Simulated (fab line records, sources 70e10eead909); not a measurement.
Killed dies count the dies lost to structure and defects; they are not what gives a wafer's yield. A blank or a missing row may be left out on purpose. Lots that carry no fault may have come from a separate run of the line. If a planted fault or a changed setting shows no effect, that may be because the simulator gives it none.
Struck lot and sound lot, side by side | flow nand harc | 19 steps out of a route of 1302
Sound: the wafers L292.1, L292.3, L292.4. Wafers struck: L305.3, L305.4, L305.6. The cause comes at the end.
Order at every step that has rows: each side's tool, ch and its chambers, its first start. Under that, the readings that differ: sound wafers | struck wafers | difference of the means | sigmas: that difference in standard deviations of wafers without a fault.
alike: readings whose means differ by less than 2 such deviations, and words and numbers that are the same on both sides. not compared: withheld readings, readings that some wafer has no value for, bounds like >300 that may hide the same value, and numbers for which the record gives no deviation and whose values overlap.
The two part at a step that has a row with sigmas, a row that says differs or no value, or rows on one side only. Numbers that have no deviation but don't overlap get no sigmas and don't part them. A reading missing from all wafers of one side parts the sides only when that side holds two or more wafers.

NHARC_P_CONTACT_DEP_00: deposits SiO2, target thk 500 nm.
  sound on pecvd-03 ch 1,2; struck on pecvd-01 ch 0, day 12 03:33
  alike: heater power w, throttle valve pct
NHARC_P_CONTACT_CMP_01: polishes SiO2, target thk 200 nm.
  sound on cmp-04 ch 0,1,3, day 6 12:32; struck on cmp-04 ch 1,2, day 12 04:18
  alike: motor current A, retaining ring pressure frac
then, 9 steps without rows for these wafers: NHARC_P_CONTACT_SRD_03; NHARC_P_CONTACT_DEHYDRATE_04 (time 120 s); NHARC_P_CONTACT_HMDS_05 (time 30 s); NHARC_P_CONTACT_COAT_33 (time 75 s); NHARC_P_CONTACT_COAT_34 (time 65 s); NHARC_P_CONTACT_COAT_06 (resist thk 90 nm); NHARC_P_CONTACT_SOFTBAKE_07 (time 55 s); NHARC_P_CONTACT_EBR_08; NHARC_P_CONTACT_EXPOSE_09 (exposes mask P CA, target cd 90 nm).
NHARC_P_CONTACT_PEB_10: peb time 65 s.
  sound on litho track-01 ch 0, day 6 13:09; struck on litho track-01 ch 0, day 12 04:56
  reading          | sound              | struck               | difference | sigmas
  plate temp C (C) | 99.98 99.97 100.05 | 100.60 100.64 100.53 | +0.59      | +5
  alike: exhaust pa
then, 1 step without rows for these wafers: NHARC_P_CONTACT_DEVELOP_11 (develop time 35 s).
NHARC_P_CONTACT_CD_MEAS_12 targets a cd of 90 nm.
  sound on cd sem-03 ch 0, day 6 13:14; struck on cd sem-02 ch 0, day 12 05:01
  reading    | sound          | struck         | difference | sigmas
  cd nm (nm) | 87.7 90.4 89.4 | 91.9 93.0 91.7 | +3.0       | +4
NHARC_P_CONTACT_OVL_MEAS_13:
  sound on overlay-01, day 6 13:19; struck on overlay-01, day 12 05:05
  alike: overlay x nm, overlay y nm
NHARC_P_CONTACT_INSPECT_14:
  sound on defect inspect-02, day 6 13:22; struck on defect inspect-02, day 12 05:08
  alike: raw defect count
NHARC_P_CONTACT_DESCUM_17: chemistry O2, time 3 s.
  sound on rie diel-13 ch 0,1,2, day 6 13:25; struck on rie diel-10 ch 0,1,2, day 12 05:12
  reading                    | sound             | struck            | difference | sigmas
  model.P_CONTACT.cd nm (nm) | 88.38 89.42 88.95 | 92.24 93.34 91.49 | +3.44      |
  alike: drypump motor current A, oes product au, rf vpp V, showerhead plenum p Torr, throttle valve pct
  not compared: rf hours counter h
NHARC_P_CONTACT_ETCH_35: etches the open film in CF4, target depth 39 nm, time 65 s.
  sound on rie diel-13 ch 0,2,3, day 6 13:31; struck on rie diel-10 ch 0,3, day 12 05:17
  reading                         | sound             | struck           | difference | sigmas
  showerhead plenum p Torr (Torr) | 1.66 1.71 1.77    | 1.89 1.88 1.89   | +0.17      | +2
  model.P_CONTACT.cd nm (nm)      | 88.44 89.58 88.48 | 92.51 93.4 91.72 | +3.71      |
  alike: drypump motor current A, oes product au, rf vpp V, throttle valve pct
  not compared: rf hours counter h
NHARC_P_CONTACT_ETCH_36: etches the open film in N2/H2, target depth 260 nm, time 406.25 s.
  sound: rie diel-13 ch 1,2,3; struck: rie diel-10 ch 0,1,2
  alike: drypump motor current A, oes product au, rf vpp V, showerhead plenum p Torr, throttle valve pct
  not compared: rf hours counter h

WHERE THEY PART
At NHARC_P_CONTACT_PEB_10 first; at NHARC_P_CONTACT_ETCH_35 last (within this record only). Later steps at which nothing parts them and some readings are alike: NHARC_P_CONTACT_ETCH_36.

WHY: the cause the simulator had injected
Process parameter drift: litho track-01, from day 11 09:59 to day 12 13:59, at NHARC_P_CONTACT_PEB_10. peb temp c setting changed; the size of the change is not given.
